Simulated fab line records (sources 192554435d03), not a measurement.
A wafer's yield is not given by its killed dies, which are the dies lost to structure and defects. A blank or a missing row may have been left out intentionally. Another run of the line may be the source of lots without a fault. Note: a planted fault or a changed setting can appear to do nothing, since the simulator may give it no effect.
Chamber matching ; flow n5_finfet ; 4 sister chambers for N5_BEOL_M11_DESCUM_33 on rie_diel-06
The step chemistry O2, time 7.9 s. 14 wafers are shown with their chamber, then 7 later ones without.

WAFERS PAIRED WITH THEIR CHAMBERS
wafer;chamber;drypump_motor_current_A (A);showerhead_plenum_p_Torr (Torr);throttle_valve_pct (%)
L080.1;3;6.4;2.17;20.30
L080.2;2;5.9;2.05;20.31
L080.4;0;5.1;1.98;20.38
L081.1;3;6.5;2.16;20.30
L081.2;0;5.1;1.98;20.41
L081.3;1;6.6;2.20;20.03
L084.1;1;6.6;2.19;20.01
L084.3;2;5.8;2.05;20.31
L084.6;2;5.8;2.04;20.32
L088.1;3;6.5;2.16;20.31
L088.2;0;5.1;1.98;20.43
L088.5;2;5.9;2.04;20.32
L093.2;1;6.6;2.19;20.05
L093.4;2;5.9;2.04;20.34

SIGNATURES, as means of the wafers listed above
reading;chamber 0;chamber 1;chamber 2;chamber 3;scatter within a chamber
drypump_motor_current_A;5.100;6.600;5.860;6.467;0.0432
showerhead_plenum_p_Torr;1.9800;2.1933;2.0440;2.1633;0.00503
throttle_valve_pct;20.4067;20.0300;20.3200;20.3033;0.0165
Rule: distance of a wafer from a chamber = root of the sum over the readings of ((wafer's reading minus chamber's mean) / reading's scatter) squared. If the next closest chamber is less than 2 further off than the closest, the wafer can't be placed; otherwise it belongs to the closest. The scatter is the square root of a quotient: the sum, over the shown wafers, of each reading's squared deviation from its chamber's mean, divided by wafers minus chambers.

WAFERS WHOSE CHAMBER IS MISSING
wafer;drypump_motor_current_A (A);showerhead_plenum_p_Torr (Torr);throttle_valve_pct (%)
L093.6;6.6;2.19;20.06
L095.1;6.6;2.19;20.07
L095.3;5.9;2.04;20.35
L095.4;6.5;2.16;20.34
L097.1;6.5;2.16;20.34
L097.4;5.9;2.04;20.35
L097.5;5.9;2.04;20.36

WHICH CHAMBER EACH WENT THROUGH
wafer;from the rows above;in truth
L093.6;1;1
L095.1;1;1
L095.3;2;2
L095.4;3;3
L097.1;3;3
L097.4;2;2
L097.5;2;2
Correct placement for 7 of the 7. Not placeable from these rows: 0. 0 placed wrongly.
